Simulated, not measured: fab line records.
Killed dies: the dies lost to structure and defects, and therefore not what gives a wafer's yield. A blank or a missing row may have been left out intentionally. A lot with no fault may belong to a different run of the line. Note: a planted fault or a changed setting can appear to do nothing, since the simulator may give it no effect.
fab line records	flow n5-finfet
record lots=7	wafers=21
route steps=1938 shown BEOL_M9@1411 BEOL_M10@1470 BEOL_M11@1542 BEOL_M12@1605
start-h: hours from the record's first day to the start of the lot's first wafer shown	wait-h: time in hours since the lot's previous step	" identical to the entry in the row above	L1.1+2: one row covering several wafers at once	- either no value or no given start	* or withheld: withheld	< > ~ a bound
route shown NAME@n: names a module that has steps shown in the file, with the first one's number in the route	usual: mean and standard deviation over wafers with no fault	same: alike in all rows	chamber/n: place in a boat	sites: readings site by site	_std_site: standard deviation of those values	_edge_site: inner sites' mean taken away from outer sites' mean	radius-mm: for every site, how far away it sits from the centre of the wafer	mask NAME#n: copy n	behind: tool/chamber where the wafer was last shaped	hold: the reason the lot was held/the length of the hold in hours/how it ended	device: names the non-switching transistor (n, p or np)	end of line: the same wafers' tests at the end of the route	a step given without rows: its recipe and nothing more	killed: not the wafer's yield, but the dies lost to structure and defects at the first sort	map: dies across one wafer; x = killed, . = not, _ = none there
set.NAME: the setting the step ran with; set.NAME@STEP: the setting that earlier step ran with	model.NAME: the simulator's own value behind a step, which no gauge read
lots run with intentionally changed settings; tables by step, rows by wafer
## steps
# step N5_BEOL_M9_EXPOSE_08
# recipe mask-id=M9	na=1.35	source-shape=dipole	sigma-inner=0.411	sigma-outer=0.611	polarization=te	dose-mj=53.75
lot.wafer	tool	chamber	start-h	wait-h	mask	set.dose-mj
L077.3+4	arfi-scanner-01	0	215.12	-	M9#0	52.23
L077.6	"	0	"	"	M9#0	53.75
L074.2+3+4	arfi-scanner-02	0	215.27	-	M9#0	53.75
L080.1+3+5	arfi-scanner-02	0	236.68	-	M9#0	53.75
L082.1+2+3	arfi-scanner-03	0	250.08	-	M9#0	49.99
L087.2	arfi-scanner-02	0	286.57	-	M9#0	53.75
L087.5+6	"	0	"	"	M9#0	51.95
L095.2	arfi-scanner-02	0	344.27	-	M9#0	50.11
L095.4+5	"	0	"	"	M9#0	53.75
L096.2	arfi-scanner-01	0	347.05	-	M9#0	53.75
L096.4+6	"	0	"	"	M9#0	55.78
# step N5_BEOL_M9_PEB_09
# recipe peb-temp-c=withheld	peb-time-s=60	resist=CAR-ArF
# step N5_BEOL_M9_DEVELOP_10
# recipe develop-time-s=30	developer=TMAH	resist=CAR-ArF	rinse-liquid=diw	dry=air-spin	dev-temp-c=23
# step N5_BEOL_M9_CD_MEAS_11
# recipe target-cd-nm=64.1	landing-energy-ev=500	detector=se-inlens	polarity=opening
# usual cd-nm=64.1/0.43
lot.wafer	tool	chamber	start-h	wait-h	set.dose-mj@BEOL_M9_EXPOSE_08	cd-nm
L077.3	cd-sem-01	0	215.23	-	52.23	62.4
L077.4	"	0	"	"	52.23	62.3
L077.6	"	0	"	"	53.75	64.1
L074.2	cd-sem-01	0	215.39	-	53.75	64.3
L074.3	"	0	"	"	53.75	63.8
L074.4	"	0	"	"	53.75	64.6
L080.1	cd-sem-01	0	236.81	-	53.75	63.6
L080.3	"	0	"	"	53.75	64.1
L080.5	"	0	"	"	53.75	63.8
L082.1	cd-sem-02	0	250.21	-	49.99	60.6
L082.2	"	0	"	"	49.99	61.1
L082.3	"	0	"	"	49.99	60.9
L087.2	cd-sem-03	0	286.70	-	53.75	63.8
L087.5	"	0	"	"	51.95	62.2
L087.6	"	0	"	"	51.95	62.1
L095.2	cd-sem-01	0	344.39	-	50.11	60.7
L095.4	"	0	"	"	53.75	64.0
L095.5	"	0	"	"	53.75	64.1
L096.2	cd-sem-01	0	347.18	-	53.75	63.6
L096.4	"	0	"	"	55.78	65.8
L096.6	"	0	"	"	55.78	66.4
# step N5_BEOL_M9_DESCUM_16
# recipe chemistry=O2	time-s=7.9	source-power-w=50	bias-power-w=20	pressure-mtorr=20	rf-frequency-hz=2.712e+07	temp-c=40	resist=CAR-ArF	o2-flow-sccm=225
# step N5_BEOL_M9_ETCH_61
# recipe chemistry=CF4	target=SiARC	target-depth-a=390	mask-material=CAR-ArF	time-s=65	ion-energy-ev=80	pressure-mtorr=40	source-w=545	bias-w=36	Ar_flow_sccm=100	cf4-flow-sccm=100	ends=cleared
lot.wafer	tool	chamber	start-h	wait-h	set.dose-mj@BEOL_M9_EXPOSE_08	model.BEOL_M9.cd-offset-nm
L077.3+4	rie-diel-06	0,1	215.35	0.0	52.23	-1.8
L077.6	"	0	"	"	53.75	0
L074.2+4	rie-diel-01	2,0	215.52	0.0	53.75	0
L074.3	"	3	"	"	53.75	-0.2
L080.1	rie-diel-06	2	236.93	0.0	53.75	-0.6
L080.3+5	"	3	"	"	53.75	0
L082.1+2	rie-diel-03	1,0	250.43	0.0	49.99	-3.4
L082.3	"	2	"	"	49.99	-3.8
L087.2	rie-diel-03	3	287.05	0.0	53.75	-0.4
L087.5	"	0	"	"	51.95	-2
L087.6	"	1	"	"	51.95	-2.2
L095.2	rie-diel-01	2	344.51	0.0	50.11	-3.6
L095.4	"	1	"	"	53.75	0
L095.5	"	2	"	"	53.75	-0.2
L096.2	rie-diel-06	3	347.35	0.0	53.75	-0.4
L096.4+6	"	3,0	"	"	55.78	1.8
# step N5_BEOL_M9_ETCH_62
# recipe chemistry=N2/H2	target=SOC	target-depth-a=1100	overetch-a=220	mask-material=SiARC	temp-c=40	time-s=165	ion-energy-ev=200	pressure-mtorr=30	source-w=840	bias-w=150	n2-flow-sccm=200	h2-flow-sccm=200
lot.wafer	tool	chamber	start-h	wait-h	set.time-s	model.SiARC_of_BEOL_M9_COAT_60.thk-nm
L077.3	rie-diel-06	0	215.40	0.0	165	23.6
L077.4+6	"	1,0	"	"	136	24.8
L074.2+3+4	rie-diel-01	2,3,0	215.57	0.0	165	23.4
L080.1	rie-diel-06	2	236.98	0.0	187.4	23
L080.3	"	3	"	"	165	23.6
L080.5	"	3	"	"	165	23.4
L082.1	rie-diel-03	1	250.48	0.0	165	23.6
L082.2+3	"	0,2	"	"	144.4	24.4
L087.2+5	rie-diel-03	3,0	287.10	0.0	179.7	22.8
L087.6	"	1	"	"	165	23.4
L095.2+5	rie-diel-01	2	344.56	0.0	165	23.2
L095.4	"	1	"	"	165	23.6
L096.2	rie-diel-06	3	347.40	0.0	185.5	22.6
L096.4	"	3	"	"	165	23.4
L096.6	"	0	"	"	185.5	22.8
# step N5_BEOL_M9_STRIP_68
# recipe chemistry=N2/H2	temp-c=40	n2-flow-sccm=200	h2-flow-sccm=200	rf-frequency-hz=6e+07
# step N5_BEOL_M9_STRIP_67
# recipe chemistry=CF4	resist=SiARC	power-w=300	bias-power-w=75	pressure-mtorr=50	cf4-flow-sccm=150	rf-frequency-hz=6e+07
# step N5_BEOL_M9_HM_OPEN_17
# recipe chemistry=Cl2/BCl3	target-depth-a=200	overetch-a=60	target=TiN	mask-material=SOC	ion-energy-ev=150	pressure-mtorr=10	icp-w=1000	bias-w=126	Cl2_flow_sccm=53.25	bcl3-flow-sccm=21.75	Ar_flow_sccm=25
lot.wafer	tool	chamber	start-h	wait-h	set.dose-mj@BEOL_M9_EXPOSE_08	set.time-s@BEOL_M9_ETCH_62	model.BEOL_M9.cd-offset-nm	model.etch.depth-nm
L077.3	rie-metal-01	0	215.62	0.1	52.23	165	-1.6	20.07
L077.4	"	1	"	"	52.23	136	-2.2	20.17
L077.6	"	1	"	"	53.75	136	-0.4	20.21
L074.2	rie-metal-02	0	215.76	0.0	53.75	165	0	19.67
L074.3	"	0	"	"	53.75	165	-0.4	19.76
L074.4	"	1	"	"	53.75	165	-0.2	19.86
L080.1	rie-metal-02	1	237.17	0.0	53.75	187.4	0.2	18.04
L080.3	"	0	"	"	53.75	165	0.2	19.94
L080.5	"	1	"	"	53.75	165	0.2	19.75
L082.1	rie-metal-01	1	250.66	0.0	49.99	165	-3.6	19.89
L082.2	"	0	"	"	49.99	144.4	-4.2	20
L082.3	"	0	"	"	49.99	144.4	-4.2	20.08
L087.2	rie-metal-02	0	287.29	0.0	53.75	179.7	0	18.39
L087.5	"	1	"	"	51.95	179.7	-1.8	18.36
L087.6	"	0	"	"	51.95	165	-2.4	19.95
L095.2	rie-metal-03	0	344.75	0.0	50.11	165	-3.4	20.22
L095.4	"	0	"	"	53.75	165	0.4	20.25
L095.5	"	1	"	"	53.75	165	0	20.22
L096.2	rie-metal-01	0	347.59	0.0	53.75	185.5	-0.2	17.94
L096.4	"	1	"	"	55.78	165	1.8	19.92
L096.6	"	1	"	"	55.78	185.5	2.4	17.79
# step N5_BEOL_M9_STRIP_19
# recipe chemistry=O2	power-w=400	temp-c=40	pressure-mtorr=30	rf-frequency-hz=6e+07	bias-power-w=0	overash-fraction=0.2	o2-flow-sccm=225
# step N5_BEOL_M9_CD_MEAS_18
# recipe pitch-nm=140	target-cd-nm=70
# usual cd-nm=70.0/0.45
lot.wafer	tool	chamber	start-h	wait-h	set.dose-mj@BEOL_M9_EXPOSE_08	cd-nm
L077.3	cd-sem-01	-	215.77	0.1	52.23	68.7
L077.4	"	-	"	"	52.23	67.7
L077.6	"	-	"	"	53.75	69.7
L074.2	cd-sem-02	-	215.94	0.1	53.75	70.0
L074.3	"	-	"	"	53.75	70.1
L074.4	"	-	"	"	53.75	69.8
L080.1	cd-sem-03	-	237.36	0.0	53.75	70.4
L080.3	"	-	"	"	53.75	70.3
L080.5	"	-	"	"	53.75	70.2
L082.1	cd-sem-01	-	250.85	0.0	49.99	66.7
L082.2	"	-	"	"	49.99	65.5
L082.3	"	-	"	"	49.99	65.7
L087.2	cd-sem-03	-	287.47	0.1	53.75	69.9
L087.5	"	-	"	"	51.95	68.5
L087.6	"	-	"	"	51.95	68.0
L095.2	cd-sem-02	-	344.93	0.1	50.11	66.9
L095.4	"	-	"	"	53.75	70.4
L095.5	"	-	"	"	53.75	70.0
L096.2	cd-sem-01	-	347.77	0.1	53.75	69.8
L096.4	"	-	"	"	55.78	71.8
L096.6	"	-	"	"	55.78	72.1
# step N5_BEOL_M9_COAT_63
# recipe resist=SOC	temp-c=250	time-s=60	spin-rpm=1500	resist-thk-nm=60
# step N5_BEOL_M9_COAT_64
# recipe resist=SiARC	temp-c=220	time-s=60	spin-rpm=1500	resist-thk-nm=12
# step N5_BEOL_M9_PRECLEAN_42
# recipe chemistry=residue-remover	time-s=60	temp-c=40
# step N5_BEOL_M9_SRD_43
# recipe time-s=30	temp-c=23	rinse-liquid=diw	dry=ipa-marangoni
# step N5_BEOL_M9_CD_MEAS_35
# recipe target-cd-nm=70	target-cd-y-nm=40	polarity=opening
# usual cd-nm=70.1/0.48
lot.wafer	tool	chamber	start-h	wait-h	set.dose-mj@BEOL_M9_EXPOSE_08	cd-nm
L077.3	cd-sem-01	-	216.83	0.0	52.23	68.6
L077.4	"	-	"	"	52.23	68.1
L077.6	"	-	"	"	53.75	69.3
L074.2	cd-sem-02	-	217.37	0.0	53.75	69.8
L074.3	"	-	"	"	53.75	69.7
L074.4	"	-	"	"	53.75	69.9
L080.1	cd-sem-02	-	238.78	0.0	53.75	69.9
L080.3	"	-	"	"	53.75	70.5
L080.5	"	-	"	"	53.75	70.4
L082.1	cd-sem-01	-	252.30	0.0	49.99	66.5
L082.2	"	-	"	"	49.99	66.0
L082.3	"	-	"	"	49.99	66.2
L087.2	cd-sem-03	-	288.69	0.0	53.75	69.9
L087.5	"	-	"	"	51.95	68.1
L087.6	"	-	"	"	51.95	67.8
L095.2	cd-sem-03	-	345.97	0.0	50.11	66.7
L095.4	"	-	"	"	53.75	70.3
L095.5	"	-	"	"	53.75	70.1
L096.2	cd-sem-01	-	349.01	0.0	53.75	69.7
L096.4	"	-	"	"	55.78	71.7
L096.6	"	-	"	"	55.78	72.3
# step N5_BEOL_M10_ILD_DEP_00
# recipe material=SiCOH_lowk	target-thk-a=3085.1	temp-c=300	precursor=DEMS/porogen	pressure-torr=5	rf-w=500	time-s=58
lot.wafer	tool	chamber	start-h	wait-h	set.temp-c	model.SiCOH_lowk_of_BEOL_M10_ILD_DEP_00.thk-nm
L077.3	pecvd-01	1	220.08	0.0	300	308.4
L077.4	"	1	"	"	300	312.8
L077.6	"	2	"	"	300	311.6
L074.2	pecvd-01	2	220.38	0.0	300	310.8
L074.3	"	1	"	"	300	311.8
L074.4	"	1	"	"	300	313.2
L080.1	pecvd-03	0	242.92	0.0	300	307.2
L080.3	"	1	"	"	297.6	309.6
L080.5	"	0	"	"	297.6	312.4
L082.1	pecvd-01	1	256.56	0.0	300	305.4
L082.2	"	0	"	"	295.8	313.4
L082.3	"	2	"	"	300	308.4
L087.2	pecvd-01	0	291.32	0.0	304.7	295.2
L087.5	"	2	"	"	300	311.6
L087.6	"	1	"	"	300	310
L095.2	pecvd-01	0	348.44	0.0	304.9	300.8
L095.4	"	1	"	"	304.9	307
L095.5	"	2	"	"	300	313.8
L096.2	pecvd-03	1	351.91	0.0	300	300.2
L096.4	"	0	"	"	297.4	316.6
L096.6	"	1	"	"	297.4	312.4
# step N5_BEOL_M10_CURE_71
# recipe temp-c=385	time-s=240	ambient=He/Ar	material=SiCOH_lowk
lot.wafer	tool	chamber	start-h	wait-h	set.temp-c@BEOL_M10_ILD_DEP_00	model.SiCOH_lowk_of_BEOL_M10_ILD_DEP_00.thk-nm
L077.3	uv-cure-03	1	220.32	0.2	300	268
L077.4	"	1	"	"	300	271.8
L077.6	"	1	"	"	300	270.8
L074.2	uv-cure-01	0	220.54	0.1	300	270
L074.3	"	0	"	"	300	271
L074.4	"	0	"	"	300	272.2
L080.1	uv-cure-03	2	243.00	0.0	300	266.8
L080.3	"	2	"	"	297.6	269
L080.5	"	2	"	"	297.6	271.4
L082.1	uv-cure-02	2	256.64	0.0	300	265.4
L082.2	"	2	"	"	295.8	272.4
L082.3	"	2	"	"	300	267.8
L087.2	uv-cure-02	2	291.48	0.1	304.7	256.4
L087.5	"	2	"	"	300	270.6
L087.6	"	2	"	"	300	269.4
L095.2	uv-cure-03	2	348.59	0.1	304.9	261.2
L095.4	"	2	"	"	304.9	266.6
L095.5	"	2	"	"	300	272.8
L096.2	uv-cure-01	0	352.06	0.1	300	260.6
L096.4	"	0	"	"	297.4	275.2
L096.6	"	0	"	"	297.4	271.4
# step N5_BEOL_M10_THK_MEAS_01
# recipe reads=SiCOH_lowk_of_BEOL_M10_ILD_DEP_00
# usual M10_ILD_THK=268/3.3
lot.wafer	tool	chamber	start-h	wait-h	set.temp-c@BEOL_M10_ILD_DEP_00	M10_ILD_THK[nm]
L077.3	film-metro-01	-	220.67	0.3	300	268
L077.4	"	-	"	"	300	272
L077.6	"	-	"	"	300	271
L074.2	film-metro-02	-	220.97	0.4	300	270
L074.3	"	-	"	"	300	271
L074.4	"	-	"	"	300	272
L080.1	film-metro-02	-	243.51	0.4	300	267
L080.3	"	-	"	"	297.6	269
L080.5	"	-	"	"	297.6	271
L082.1	film-metro-02	-	257.15	0.4	300	265
L082.2	"	-	"	"	295.8	273
L082.3	"	-	"	"	300	268
L087.2	film-metro-02	-	291.92	0.4	304.7	256
L087.5	"	-	"	"	300	271
L087.6	"	-	"	"	300	269
L095.2	film-metro-01	-	349.03	0.4	304.9	261
L095.4	"	-	"	"	304.9	267
L095.5	"	-	"	"	300	273
L096.2	film-metro-01	-	352.50	0.4	300	261
L096.4	"	-	"	"	297.4	275
L096.6	"	-	"	"	297.4	271
# step N5_BEOL_M10_COAT_05
# recipe resist=CAR-ArF	spin-rpm=1500	resist-thk-nm=90
lot.wafer	tool	chamber	start-h	wait-h	set.spin-rpm	model.CAR-ArF_of_BEOL_M10_COAT_05.thk-nm
L077.3	litho-track-02	0	-	-	1500	90.4
L077.4	"	0	"	"	1657	86
L077.6	"	0	"	"	1500	90.2
L074.2+3	litho-track-02	0	-	-	1500	89.4
L074.4	"	0	"	"	1500	89.8
L080.1	litho-track-02	0	-	-	1500	90.6
L080.3+5	"	0	"	"	1500	90.4
L082.1+3	litho-track-01	0	-	-	1644	86.4
L082.2	"	0	"	"	1500	90.4
L087.2+5+6	litho-track-03	0	-	-	1500	90
L095.2	litho-track-02	0	-	-	1579	87.6
L095.4	"	0	"	"	1579	88
L095.5	"	0	"	"	1500	90.2
L096.2	litho-track-01	0	-	-	1623	87.2
L096.4	"	0	"	"	1623	86.8
L096.6	"	0	"	"	1500	90.6
# step N5_BEOL_M10_EBR_07
# recipe solvent=PGMEA	ebr-width-mm=1.5
# step N5_BEOL_M10_SOFTBAKE_06
# recipe temp-c=110	time-s=60	resist=CAR-ArF
# step N5_BEOL_M10_DESCUM_16
# recipe chemistry=O2	time-s=7.9	source-power-w=50	bias-power-w=20	pressure-mtorr=20	rf-frequency-hz=2.712e+07	temp-c=40	resist=CAR-ArF	o2-flow-sccm=225
lot.wafer	tool	chamber	start-h	wait-h	set.spin-rpm@BEOL_M10_COAT_05	model.CAR-ArF_of_BEOL_M10_COAT_05.thk-nm
L077.3	rie-diel-05	2	221.47	0.0	1500	83.8
L077.4	"	1	"	"	1657	79.6
L077.6	"	2	"	"	1500	83.6
L074.2+3	rie-diel-05	2,3	223.52	0.1	1500	82.8
L074.4	"	0	"	"	1500	83.2
L080.1	rie-diel-04	2	245.26	0.1	1500	84
L080.3+5	"	3	"	"	1500	83.8
L082.1	rie-diel-04	2	258.40	0.2	1644	80
L082.2	"	0	"	"	1500	83.8
L082.3	"	1	"	"	1644	79.8
L087.2+6	rie-diel-05	3,2	292.96	0.1	1500	83.6
L087.5	"	3	"	"	1500	83.4
L095.2	rie-diel-05	2	350.23	0.1	1579	81.2
L095.4	"	0	"	"	1579	81.4
L095.5	"	1	"	"	1500	83.6
L096.2	rie-diel-04	0	353.79	0.3	1623	80.6
L096.4	"	1	"	"	1623	80.2
L096.6	"	2	"	"	1500	84
# step N5_BEOL_M11_COAT_60
# recipe resist=SiARC	temp-c=220	time-s=60	spin-rpm=1500	resist-thk-nm=30
lot.wafer	tool	chamber	start-h	wait-h	set.spin-rpm	model.SiARC_of_BEOL_M11_COAT_60.thk-nm
L077.3+4+6	litho-track-05	0	-	-	1500	30
L074.2+3+4	litho-track-05	0	-	-	1500	30
L080.1	litho-track-03	0	-	-	1575	29.2
L080.3	"	0	"	"	1500	30
L080.5	"	0	"	"	1575	29.4
L082.1+3	litho-track-03	0	-	-	1500	30
L082.2	"	0	"	"	1500	29.8
L087.2	litho-track-04	0	-	-	1500	30
L087.5	"	0	"	"	1344	31.6
L087.6	"	0	"	"	1500	29.8
L095.2+5	litho-track-05	0	-	-	1346	31.6
L095.4	"	0	"	"	1500	30
L096.2	litho-track-05	0	-	-	1382	31.2
L096.4+6	"	0	"	"	1500	30
# step N5_BEOL_M11_DESCUM_16
# recipe chemistry=O2	time-s=7.9	source-power-w=50	bias-power-w=20	pressure-mtorr=20	rf-frequency-hz=2.712e+07	temp-c=40	resist=CAR-ArF	o2-flow-sccm=225
lot.wafer	tool	chamber	start-h	wait-h	set.time-s
L077.3+4	rie-diel-01	3,1	228.89	0.0	7.9
L077.6	"	1	"	"	6.5
L074.2+3+4	rie-diel-01	1,0,3	233.51	0.8	7.9
L080.1+3+5	rie-diel-06	0,1,2	257.62	0.3	7.9
L082.1+2	rie-diel-06	1,2	264.28	0.0	7.9
L082.3	"	0	"	"	7.247
L087.2+6	rie-diel-03	1	299.50	0.0	7.111
L087.5	"	0	"	"	7.9
L095.2	rie-diel-06	3	362.22	0.3	9.364
L095.4+5	"	3,0	"	"	7.9
L096.2+4	rie-diel-03	3,0	362.66	0.4	7.9
L096.6	"	1	"	"	7.168
# step N5_BEOL_M11_ETCH_61
# recipe chemistry=CF4	target=SiARC	target-depth-a=390	mask-material=CAR-ArF	time-s=65	ion-energy-ev=80	pressure-mtorr=40	source-w=545	bias-w=36	Ar_flow_sccm=100	cf4-flow-sccm=100	ends=cleared
lot.wafer	tool	chamber	start-h	wait-h	set.spin-rpm@BEOL_M11_COAT_60	model.etch.depth-nm	model.CAR-ArF_of_BEOL_M11_COAT_05.thk-nm
L077.3	rie-diel-01	3	228.92	0.0	1500	29.94	55.4
L077.4	"	1	"	"	1500	30	55.2
L077.6	"	1	"	"	1500	29.93	56.2
L074.2	rie-diel-01	1	233.54	0.0	1500	30	55.6
L074.3	"	0	"	"	1500	29.94	55.2
L074.4	"	3	"	"	1500	29.97	55.8
L080.1	rie-diel-06	0	257.66	0.0	1575	29.2	56.8
L080.3	"	1	"	"	1500	30	55.8
L080.5	"	2	"	"	1575	29.3	56.8
L082.1	rie-diel-06	1	264.31	0.0	1500	29.92	55.4
L082.2	"	2	"	"	1500	29.87	55.6
L082.3	"	0	"	"	1500	29.91	56
L087.2	rie-diel-03	1	299.54	0.0	1500	29.9	56.4
L087.5	"	0	"	"	1344	31.55	54.2
L087.6	"	1	"	"	1500	29.83	56
L095.2	rie-diel-06	3	362.26	0.0	1346	31.68	53.4
L095.4	"	3	"	"	1500	30.02	55.8
L095.5	"	0	"	"	1346	31.66	54.4
L096.2	rie-diel-03	3	362.69	0.0	1382	31.12	54.4
L096.4	"	0	"	"	1500	29.99	55.6
L096.6	"	1	"	"	1500	29.97	55.6
# step N5_BEOL_M11_ETCH_62
# recipe chemistry=N2/H2	target=SOC	target-depth-a=1100	overetch-a=220	mask-material=SiARC	temp-c=40	time-s=165	ion-energy-ev=200	pressure-mtorr=30	source-w=840	bias-w=150	n2-flow-sccm=200	h2-flow-sccm=200
lot.wafer	tool	chamber	start-h	wait-h	set.spin-rpm@BEOL_M11_COAT_60	model.SiARC_of_BEOL_M11_COAT_60.thk-nm
L077.3+4+6	rie-diel-01	3,1,1	228.97	0.0	1500	23.4
L074.2+3+4	rie-diel-01	1,0,3	233.59	0.0	1500	23.4
L080.1	rie-diel-06	0	257.71	0.0	1575	22.8
L080.3	"	1	"	"	1500	23.4
L080.5	"	2	"	"	1575	23
L082.1	rie-diel-06	1	264.36	0.0	1500	23.2
L082.2	"	2	"	"	1500	23.6
L082.3	"	0	"	"	1500	23.4
L087.2+6	rie-diel-03	1	299.59	0.0	1500	23.4
L087.5	"	0	"	"	1344	25
L095.2+5	rie-diel-06	3,0	362.31	0.0	1346	25.2
L095.4	"	3	"	"	1500	23.4
L096.2	rie-diel-03	3	362.74	0.0	1382	24.6
L096.4+6	"	0,1	"	"	1500	23.6
# step N5_BEOL_M12_COAT_04
# recipe spin-rpm=1625	resist-thk-nm=400
lot.wafer	tool	chamber	start-h	wait-h	set.spin-rpm	model.coat_of_BEOL_M12_COAT_04.thk-nm
L077.3	litho-track-05	0	-	-	1625	402.2
L077.4	"	0	"	"	1625	400.8
L077.6	"	0	"	"	1514	414.6
L074.2	litho-track-05	0	-	-	1625	400.4
L074.3	"	0	"	"	1625	401
L074.4	"	0	"	"	1625	401.2
L080.1+5	litho-track-05	0	-	-	1625	400.6
L080.3	"	0	"	"	1625	400.2
L082.1+3	litho-track-02	0	-	-	1625	400.2
L082.2	"	0	"	"	1625	400.6
L087.2	litho-track-01	0	-	-	1542	412
L087.5	"	0	"	"	1625	401.2
L087.6	"	0	"	"	1625	401.8
L095.2+4	litho-track-02	0	-	-	1504	416.4
L095.5	"	0	"	"	1625	402.4
L096.2+6	litho-track-01	0	-	-	1625	401.2
L096.4	"	0	"	"	1503	417.4
## key
split step=N5_BEOL_M9_EXPOSE_08	setting=dose-mj	stated=53.75	by=wafer
response step=N5_BEOL_M9_CD_MEAS_11	reading=cd-nm	change=+0.537	per=1%	r=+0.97
response step=N5_BEOL_M9_ETCH_61	reading=model.BEOL_M9.cd-offset-nm	change=+0.539	per=1%	r=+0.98
response step=N5_BEOL_M9_HM_OPEN_17	reading=model.BEOL_M9.cd-offset-nm	change=+0.559	per=1%	r=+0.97
response step=N5_BEOL_M9_CD_MEAS_18	reading=cd-nm	change=+0.511	per=1%	r=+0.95
response step=N5_BEOL_M9_CD_MEAS_35	reading=cd-nm	change=+0.523	per=1%	r=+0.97
split step=N5_BEOL_M9_ETCH_62	setting=time-s	stated=165	by=wafer
response step=N5_BEOL_M9_ETCH_62	reading=model.SiARC_of_BEOL_M9_COAT_60.thk-nm	change=-0.0588	per=1%	r=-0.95
response step=N5_BEOL_M9_HM_OPEN_17	reading=model.etch.depth-nm	shape=bent	at-lowest=20.19	at-stated=19.96	at-highest=18.04
split step=N5_BEOL_M10_ILD_DEP_00	setting=temp-c	stated=300	by=wafer
response step=N5_BEOL_M10_ILD_DEP_00	reading=model.SiCOH_lowk_of_BEOL_M10_ILD_DEP_00.thk-nm	change=-7.69	per=1%	r=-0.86
response step=N5_BEOL_M10_CURE_71	reading=model.SiCOH_lowk_of_BEOL_M10_ILD_DEP_00.thk-nm	change=-6.81	per=1%	r=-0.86
response step=N5_BEOL_M10_THK_MEAS_01	reading=M10_ILD_THK	change=-6.78	per=1%	r=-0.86
split step=N5_BEOL_M10_COAT_05	setting=spin-rpm	stated=1500	by=wafer
response step=N5_BEOL_M10_COAT_05	reading=model.CAR-ArF_of_BEOL_M10_COAT_05.thk-nm	change=-0.423	per=1%	r=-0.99
response step=N5_BEOL_M10_DESCUM_16	reading=model.CAR-ArF_of_BEOL_M10_COAT_05.thk-nm	change=-0.411	per=1%	r=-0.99
split step=N5_BEOL_M11_COAT_60	setting=spin-rpm	stated=1500	by=wafer
response step=N5_BEOL_M11_COAT_60	reading=model.SiARC_of_BEOL_M11_COAT_60.thk-nm	change=-0.157	per=1%	r=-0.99
response step=N5_BEOL_M11_ETCH_61	reading=model.etch.depth-nm	change=-0.157	per=1%	r=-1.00
response step=N5_BEOL_M11_ETCH_61	reading=model.CAR-ArF_of_BEOL_M11_COAT_05.thk-nm	change=+0.182	per=1%	r=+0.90
response step=N5_BEOL_M11_ETCH_62	reading=model.SiARC_of_BEOL_M11_COAT_60.thk-nm	change=-0.151	per=1%	r=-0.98
split step=N5_BEOL_M11_DESCUM_16	setting=time-s	stated=7.9	by=wafer
response none clear
split step=N5_BEOL_M12_COAT_04	setting=spin-rpm	stated=1625	by=wafer
response step=N5_BEOL_M12_COAT_04	reading=model.coat_of_BEOL_M12_COAT_04.thk-nm	change=-2	per=1%	r=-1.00
